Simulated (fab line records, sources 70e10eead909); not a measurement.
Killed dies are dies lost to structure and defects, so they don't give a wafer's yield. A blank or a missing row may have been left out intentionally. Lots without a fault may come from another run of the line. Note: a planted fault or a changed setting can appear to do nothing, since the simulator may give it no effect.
2 desks, one fault | flow nand-harc | only its own numbers are on each desk; what lay behind them is given at the end

## FROM THE METROLOGY DESK
Means of the sampled wafers that have a number, per lot and without regard to the tool the lot ran on: this is what the gauges read. If a lot's mean is further than 4 standard deviations from the usual mean, the lot is out of limits and carries the mark OUT (the distance appears in the brackets).
Columns: A = cd-nm at NHARC_THIN_TSV_CD_MEAS_33, usual 5000.3 nm; B = cd-nm at NHARC_THIN_TSV_CD_MEAS_37, usual 4998 nm
lot  | first seen here | A      | B
L204 | day 19 17:49    | 5000.1 | 4996
L206 | day 20 04:19    | 5001.8 | 5003
L211 | day 21 13:47    | 4997.4 | 4994
L212 | day 22 11:44    | 4997.7 | 4995
L222 | day 24 14:06    | 5001.7 | 4997
L223 | day 24 20:36    | 5002.7 | 5006
This desk's verdict: no lot among the 6 shows anything out of limits.

## THE DEFECT DESK
Per lot, the means of the sampled wafers with a number show what the inspections along the route counted. If a lot's mean is further than 4 standard deviations from the usual mean, the lot is out of limits and carries the mark OUT (the distance appears in the brackets).
Columns: A = raw-defect-count at NHARC_THIN_TSV_INSPECT_40, usual 492
lot  | first seen here | A
L204 | day 19 23:58    | 347
L206 | day 20 10:34    | 465
L211 | day 21 18:52    | 402
L212 | day 22 17:23    | 512
L222 | day 24 18:35    | 450
L223 | day 25 01:55    | 520
This desk's verdict: no lot among the 6 shows anything out of limits.

## ALL TOGETHER
Metrology desk: nothing out of limits seen.
Nothing out of limits was seen by the defect desk.

## WHAT WAS PUT IN BY THE SIMULATOR
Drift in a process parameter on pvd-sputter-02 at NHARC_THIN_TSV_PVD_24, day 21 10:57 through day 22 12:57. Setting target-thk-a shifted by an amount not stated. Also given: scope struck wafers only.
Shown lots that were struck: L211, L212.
